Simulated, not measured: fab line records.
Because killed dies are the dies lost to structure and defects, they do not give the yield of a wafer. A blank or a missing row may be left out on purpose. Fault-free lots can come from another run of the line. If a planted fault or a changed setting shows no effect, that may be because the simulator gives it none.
Code-filled problem report in 8D (eight disciplines) form / flow n5 finfet / the parts of the form that need people (team, actions taken, sign-off) are left out

## 1. PROBLEM STATEMENT
At N5_BEOL_M8_PECVD_70, susceptor temp C averages 383.87 C over 2 wafers from 2 lots, while fault-free wafers read 399.98 C, standard deviation 0.22. That puts it -73 standard deviations away from the usual mean.
The step: deposits SiO2 from TEOS/O2, target thk 20 nm, time 22.7 s.
Seen first at day 12 01:50 on pecvd-03, wafer L318.3. The record holds 30 wafers of 10 lots with a number at this step. The rule behind "out" and "out of limits": a value lying over 4 standard deviations away from the usual mean. Any other wafer with a number is counted as sound.

## 2. WHAT IT IS, WHAT IT ISN'T
question=which readings at this step | is=susceptor temp C | is not=heater power outer w, heater power w, showerhead plenum p Torr, throttle valve pct
question=which lots | is=L318, L322 | is not=L312, L313, L314, L316, L328, L330, L332, L333
question=which wafers of those lots | is=L318.3, L322.6 | is not=L318.1, L318.5, L322.4, L322.5
question=read on which tools | is=pecvd-03 | is not=pecvd-01, pecvd-02
question=when | is=from day 12 01:50 | is not=up to then (14 sound wafers); but 14 sound wafers of L322, L328, L330, L332, L333 came after

## 3. THE SUSPECTS, EACH WITH WHAT RULES IT OUT
Counting: any tool at a process step up to the reading remains a suspect provided it ran every lot that is out. Sound lots after the first of them don't rule it out here, since some wafers of a struck lot are sound.
- uv cure-03 at N5_BEOL_M7_CURE_75 (cures SiCOH lowk, time 120 s): kept. It ran every lot that is out, first L318 (day 11 22:47).
- pecvd-03 at N5_BEOL_M8_PECVD_70 (deposits SiO2 from TEOS/O2, target thk 20 nm, time 22.7 s): kept. It processed each lot that is out (first: L318, day 12 01:50); up to then, its last sound lot is L313 (day 10 16:27). Its own readings are out on those wafers: susceptor temp C.
- At N5_BEOL_M8_PECVD_70, inside pecvd-03: chamber 0 took the wafers that are out, while their sound lot-mates went through chambers 1, 2.
After counting, uv cure-03 at N5_BEOL_M7_CURE_75 and pecvd-03 at N5_BEOL_M8_PECVD_70 remain.

## 4. THE CAUSE (what the simulator had put in)
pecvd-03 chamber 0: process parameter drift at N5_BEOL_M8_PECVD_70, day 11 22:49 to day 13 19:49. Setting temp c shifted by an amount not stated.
Counting left 2 suspects, and this tool is among them.

## 5. THE EFFECT CHAIN, in route order
Each row: a reading where the mean over the struck wafers with a number is more than 3 standard deviations away from the usual. Only readings for which the record gives a usual standard deviation are gone through. hours: the time from each lot's start at the first step in this table that gives one to its start at this step, as a median over the lots. sigmas: the change in usual standard deviations.
hours=0; step=N5_BEOL_M8_PECVD_70; reading=susceptor temp C; usual=399.98 C; on struck wafers=383.87; change=-16.12; sigmas=-73
hours=8; step=N5_BEOL_M8_CMP_52; reading=barrier field endpoint s; usual=28.8 s; on struck wafers=31.9; change=+3.1; sigmas=+4.3
Its process steps:
- N5_BEOL_M8_PECVD_70: deposits SiO2 from TEOS/O2, target thk 20 nm, time 22.7 s.
- N5_BEOL_M8_CMP_52: polishes, stops on SiCOH lowk, t overpolish 6.9 s, target thk 80 nm.

## 6. WHAT WOULD HAVE CAUGHT IT SOONER
In this record no reading fell out of limits until day 12 01:50, 3 hours after the fault had begun at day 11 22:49.
